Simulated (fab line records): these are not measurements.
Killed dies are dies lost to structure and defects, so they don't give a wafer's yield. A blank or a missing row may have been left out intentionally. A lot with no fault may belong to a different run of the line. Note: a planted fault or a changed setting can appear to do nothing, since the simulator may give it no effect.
Split-lot experiment || flow n5 finfet || 7 lots, 39 wafers read, on a route of 1938 steps

== ABOUT THE SPLIT ==
At N5_FIN_SAQP_SPACER1_ALD_24 (deposits SiO2, target thk 20.3 nm, pulse time 1 s, purge time 2 s), the setting ald cycles was moved away from the recipe's 218 on 15 of the 39 wafers read, by -45.9% to +49.5%. All remaining wafers had this setting at the recipe value.

== FROM THE SPLIT TO THE READING: what the file shows between them, 2 steps ==
- N5_FIN_SAQP_SPACER1_ETCHBACK_25: etches SiO2 in CHF3/O2, target depth 24.4 nm, time 12.2 s
- N5_FIN_SAQP_MANDREL1_REMOVE_56: chemistry HBr/Cl2/O2, target a-Si, stops on SiNx, bt time 10 s

== THE READING ==
cd nm at N5_FIN_SAQP_CD_MEAS_27, given in nm (cd target 20 nm). On this fab line, fault-free wafers typically give 20.29 nm with a standard deviation of 0.22 nm.

{"wafer": "L080.1", "tool, chamber at the split": "ald sin-03, 1", "ald cycles as run": 169, "against the recipe": "-22.5%", "cd nm, nm": 16.31, "against lot-mates on the recipe": -4.03}
{"wafer": "L080.2", "tool, chamber at the split": "ald sin-03, 0,2", "ald cycles as run": 218, "against the recipe": "recipe", "cd nm, nm": 20.18, "against lot-mates on the recipe": "-"}
{"wafer": "L080.3", "tool, chamber at the split": "ald sin-03, 3,0", "ald cycles as run": 169, "against the recipe": "-22.5%", "cd nm, nm": 15.76, "against lot-mates on the recipe": -4.58}
{"wafer": "L080.4", "tool, chamber at the split": "ald sin-03, 0,2", "ald cycles as run": 218, "against the recipe": "recipe", "cd nm, nm": 20.29, "against lot-mates on the recipe": "-"}
{"wafer": "L080.5", "tool, chamber at the split": "ald sin-03, 1", "ald cycles as run": 218, "against the recipe": "recipe", "cd nm, nm": 20.56, "against lot-mates on the recipe": "-"}
{"wafer": "L080.6", "tool, chamber at the split": "ald sin-03, 3,0", "ald cycles as run": 169, "against the recipe": "-22.5%", "cd nm, nm": 16.17, "against lot-mates on the recipe": -4.17}
{"wafer": "L083.1", "tool, chamber at the split": "ald sin-03, 0,3", "ald cycles as run": 118, "against the recipe": "-45.9%", "cd nm, nm": 10.92, "against lot-mates on the recipe": -9.63}
{"wafer": "L083.2", "tool, chamber at the split": "ald sin-03, 0,3", "ald cycles as run": 118, "against the recipe": "-45.9%", "cd nm, nm": 11.14, "against lot-mates on the recipe": -9.41}
{"wafer": "L083.3", "tool, chamber at the split": "ald sin-03, 1", "ald cycles as run": 218, "against the recipe": "recipe", "cd nm, nm": 20.54, "against lot-mates on the recipe": "-"}
{"wafer": "L083.4", "tool, chamber at the split": "ald sin-03, 2", "ald cycles as run": 118, "against the recipe": "-45.9%", "cd nm, nm": 10.84, "against lot-mates on the recipe": -9.71}
{"wafer": "L083.5", "tool, chamber at the split": "ald sin-03, 0", "ald cycles as run": 218, "against the recipe": "recipe", "cd nm, nm": 20.92, "against lot-mates on the recipe": "-"}
{"wafer": "L083.6", "tool, chamber at the split": "ald sin-03, 1", "ald cycles as run": 218, "against the recipe": "recipe", "cd nm, nm": 20.18, "against lot-mates on the recipe": "-"}
{"wafer": "L090.1", "tool, chamber at the split": "ald sin-01, 3,2,1", "ald cycles as run": 218, "against the recipe": "recipe", "cd nm, nm": 20.30, "against lot-mates on the recipe": "-"}
{"wafer": "L090.2", "tool, chamber at the split": "ald sin-01, 3,2,1", "ald cycles as run": 218, "against the recipe": "recipe", "cd nm, nm": 20.21, "against lot-mates on the recipe": "-"}
{"wafer": "L090.3", "tool, chamber at the split": "ald sin-01, 0", "ald cycles as run": 326, "against the recipe": "+49.5%", "cd nm, nm": 30.13, "against lot-mates on the recipe": "+9.79"}
{"wafer": "L090.4", "tool, chamber at the split": "ald sin-01, 3,2,1", "ald cycles as run": 218, "against the recipe": "recipe", "cd nm, nm": 20.50, "against lot-mates on the recipe": "-"}
{"wafer": "L090.5", "tool, chamber at the split": "ald sin-01, 0", "ald cycles as run": 326, "against the recipe": "+49.5%", "cd nm, nm": 30.04, "against lot-mates on the recipe": "+9.70"}
{"wafer": "L090.6", "tool, chamber at the split": "ald sin-01, 3", "ald cycles as run": 326, "against the recipe": "+49.5%", "cd nm, nm": 30.49, "against lot-mates on the recipe": "+10.15"}
{"wafer": "L092.1", "tool, chamber at the split": "ald sin-01, 2,0,1,3,1", "ald cycles as run": 218, "against the recipe": "recipe", "cd nm, nm": 20.44, "against lot-mates on the recipe": "-"}
{"wafer": "L092.2", "tool, chamber at the split": "ald sin-01, 2,0,1,3,1", "ald cycles as run": 218, "against the recipe": "recipe", "cd nm, nm": 20.50, "against lot-mates on the recipe": "-"}
{"wafer": "L092.3", "tool, chamber at the split": "ald sin-01, 2,0,1,3,1", "ald cycles as run": 218, "against the recipe": "recipe", "cd nm, nm": 20.49, "against lot-mates on the recipe": "-"}
{"wafer": "L092.4", "tool, chamber at the split": "ald sin-01, 2,0,1,3,1", "ald cycles as run": 218, "against the recipe": "recipe", "cd nm, nm": 20.09, "against lot-mates on the recipe": "-"}
{"wafer": "L092.5", "tool, chamber at the split": "ald sin-01, 2,0,1,3,1", "ald cycles as run": 218, "against the recipe": "recipe", "cd nm, nm": 20.37, "against lot-mates on the recipe": "-"}
{"wafer": "L092.6", "tool, chamber at the split": "ald sin-01, 0", "ald cycles as run": 218, "against the recipe": "recipe", "cd nm, nm": 20.11, "against lot-mates on the recipe": "-"}
{"wafer": "L094.1", "tool, chamber at the split": "ald sin-03, 1,2,3", "ald cycles as run": 218, "against the recipe": "recipe", "cd nm, nm": 20.22, "against lot-mates on the recipe": "-"}
{"wafer": "L094.2", "tool, chamber at the split": "ald sin-03, 1,2,3", "ald cycles as run": 218, "against the recipe": "recipe", "cd nm, nm": 20.00, "against lot-mates on the recipe": "-"}
{"wafer": "L094.3", "tool, chamber at the split": "ald sin-03, 0,3", "ald cycles as run": 150, "against the recipe": "-31.2%", "cd nm, nm": 14.08, "against lot-mates on the recipe": -5.96}
{"wafer": "L094.4", "tool, chamber at the split": "ald sin-03, 1,2,3", "ald cycles as run": 218, "against the recipe": "recipe", "cd nm, nm": 19.89, "against lot-mates on the recipe": "-"}
{"wafer": "L094.5", "tool, chamber at the split": "ald sin-03, 2", "ald cycles as run": 150, "against the recipe": "-31.2%", "cd nm, nm": 13.73, "against lot-mates on the recipe": -6.31}
{"wafer": "L094.6", "tool, chamber at the split": "ald sin-03, 0,3", "ald cycles as run": 150, "against the recipe": "-31.2%", "cd nm, nm": 13.73, "against lot-mates on the recipe": -6.31}
{"wafer": "L095.1", "tool, chamber at the split": "ald sin-03, 0,2,1", "ald cycles as run": 218, "against the recipe": "recipe", "cd nm, nm": 20.07, "against lot-mates on the recipe": "-"}
{"wafer": "L095.2", "tool, chamber at the split": "ald sin-03, 0,2,1", "ald cycles as run": 218, "against the recipe": "recipe", "cd nm, nm": 20.66, "against lot-mates on the recipe": "-"}
{"wafer": "L095.3", "tool, chamber at the split": "ald sin-03, 3,2", "ald cycles as run": 326, "against the recipe": "+49.5%", "cd nm, nm": 30.22, "against lot-mates on the recipe": "+9.93"}
{"wafer": "L095.4", "tool, chamber at the split": "ald sin-03, 0,2,1", "ald cycles as run": 218, "against the recipe": "recipe", "cd nm, nm": 20.15, "against lot-mates on the recipe": "-"}
{"wafer": "L095.5", "tool, chamber at the split": "ald sin-03, 3,2", "ald cycles as run": 326, "against the recipe": "+49.5%", "cd nm, nm": 30.19, "against lot-mates on the recipe": "+9.90"}
{"wafer": "L095.6", "tool, chamber at the split": "ald sin-03, 3", "ald cycles as run": 326, "against the recipe": "+49.5%", "cd nm, nm": 30.63, "against lot-mates on the recipe": "+10.34"}
{"wafer": "L096.1", "tool, chamber at the split": "ald sin-03, 0,3,2", "ald cycles as run": 218, "against the recipe": "recipe", "cd nm, nm": 20.34, "against lot-mates on the recipe": "-"}
{"wafer": "L096.2", "tool, chamber at the split": "ald sin-03, 0,3,2", "ald cycles as run": 218, "against the recipe": "recipe", "cd nm, nm": 20.39, "against lot-mates on the recipe": "-"}
{"wafer": "L096.3", "tool, chamber at the split": "ald sin-03, 0,3,2", "ald cycles as run": 218, "against the recipe": "recipe", "cd nm, nm": 20.08, "against lot-mates on the recipe": "-"}
Rows listing several chambers each stand for several wafers; the file does not say which wafer went through which chamber.

THE FIT
A straight line over all 39 wafers: cd nm changes by +0.202 nm for each +1% of ald cycles; r = +1.00; the points scatter about the line by 0.25 nm.
The same after taking each lot's own level away (the mean of its wafers on the recipe; 39 wafers): +0.202 nm for each +1%; r = +1.00; scatter 0.23 nm.
The reading moves by 10 nm for the largest change in ald cycles, on that fit.
From 20.037 to 20.547 nm: that is the span of the lots' own levels, equal to 2.3 times the standard deviation above.
So the lot-to-lot level changes the slope little: the two slopes agree.
Check: +10 nm against its lot-mates is what the line predicts for one of the wafers moved furthest among these (+49.5%) when that wafer is left out of the fit. It came out at +9.79 nm against them.

== THE WHOLE CHAIN: every reading that the file lists as answering this split, in the file's order ==
{"step": "N5_FIN_SAQP_SPACER1_ALD_24", "what it does": "deposits SiO2, target thk 20.3 nm, pulse time 1 s, purge time 2 s", "reading": "SiO2_of_FIN_SAQP_SPACER1_ALD_24.thk nm (the simulator's own value, which no gauge read)", "change (the file's fit)": "+0.203 nm for each +1% of the setting", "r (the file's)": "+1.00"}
{"step": "N5_FIN_SAQP_MANDREL1_REMOVE_56", "what it does": "chemistry HBr/Cl2/O2, target a-Si, stops on SiNx, bt time 10 s", "reading": "FIN_SAQP.cd nm (the simulator's own value, which no gauge read)", "change (the file's fit)": "+0.203 nm for each +1% of the setting", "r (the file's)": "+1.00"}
{"step": "N5_FIN_SAQP_CD_MEAS_27", "what it does": "target cd 20 nm", "reading": "cd nm", "change (the file's fit)": "+0.202 nm for each +1% of the setting", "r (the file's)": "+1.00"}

== THE FILE'S OWN FIT ==
cd nm changes by +0.202 nm for each +1% of ald cycles, r = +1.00.
